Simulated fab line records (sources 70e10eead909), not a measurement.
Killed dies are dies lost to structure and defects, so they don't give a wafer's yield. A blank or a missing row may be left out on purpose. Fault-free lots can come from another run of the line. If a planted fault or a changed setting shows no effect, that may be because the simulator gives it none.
Problem report, 8D (eight disciplines) form, completed by code    flow nand-harc    the parts of the form that need people (team, actions taken, sign-off) are left out

## 1. PROBLEM STATEMENT
run-length-s at NHARC_A_CHANNEL_HOLE_D1_ETCH_39 reads a mean of 267.8 s on 2 wafers of 2 lots; wafers without a fault read 346.1 s with a standard deviation of 0.52. So: -99 or more standard deviations from the usual mean.
The step: etches the open film in N2/H2, target depth 260 nm, time 325 s.
Earliest sighting: wafer L664.5 on rie-diel-03 at day 13 07:43. The record holds 42 wafers of 14 lots with a number at this step. By rule, "out" or "out of limits" means more than 4 standard deviations away from the usual mean. The other wafers with a number count as sound.

## 2. WHAT IT IS AND WHAT IT IS NOT
question                     is                 is not
which readings at this step  run-length-s       drypump-motor-current-A, oes-product-au, rf-vpp-V, showerhead-plenum-p-Torr, throttle-valve-pct
which lots                   L664, L665         L652, L654, L655, L656, L657, L658, L663, L669, L671, L672, L674, L675
which wafers of those lots   L664.5, L665.6     L664.1, L664.2, L665.1, L665.2
read on which tools          rie-diel-03        rie-diel-07, rie-diel-11
when                         from day 13 07:43  up to then (23 sound wafers); but 17 sound wafers of L665, L669, L671, L672, L674, L675 came after

## 3. WHAT RULES OUT EACH SUSPECT
Counting: if a tool at a process step up to the reading ran every lot that is out, it stays a suspect. Sound lots after the first of them don't rule it out here, since some wafers of a struck lot are sound.
- rie-diel-03 at NHARC_A_CHANNEL_HOLE_D1_ETCH_39 (etches the open film in N2/H2, target depth 260 nm, time 325 s): kept. It processed each lot that is out (first: L664, day 13 07:43); up to then, its last sound lot is L657 (day 10 12:19). Its own readings are out on those wafers: run-length-s.
- Within rie-diel-03 at NHARC_A_CHANNEL_HOLE_D1_ETCH_39: the wafers that are out ran in chamber 0; their sound lot-mates ran in chambers 1, 2, 3.
Left after counting: rie-diel-03 at NHARC_A_CHANNEL_HOLE_D1_ETCH_39.

## 4. THE CAUSE (what the simulator had put in)
rie-diel-03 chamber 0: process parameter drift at NHARC_A_CHANNEL_HOLE_D1_ETCH_39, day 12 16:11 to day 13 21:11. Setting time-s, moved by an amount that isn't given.
After counting, this tool was the only one left.

## 5. THE EFFECT CHAIN, in route order
Each row: a reading whose mean over the struck wafers that have a number lies more than 3 standard deviations from the usual. Only readings for which the record gives a usual standard deviation are gone through. hours: the time from each lot's start at the first step in this table that gives one to its start at this step, as a median over the lots. sigmas: the change in usual standard deviations.
hours  step                             reading       usual    on struck wafers  change  sigmas
0      NHARC_A_CHANNEL_HOLE_D1_ETCH_39  run-length-s  346.1 s  267.8             -78.3   -99 or more
It contains these process steps:
- NHARC_A_CHANNEL_HOLE_D1_ETCH_39: etches the open film in N2/H2, target depth 260 nm, time 325 s.

## 6. HOW IT WOULD HAVE BEEN CAUGHT EARLIER
The fault began at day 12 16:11; the first out-of-limits reading in this record came at day 13 07:43, 16 hours later.
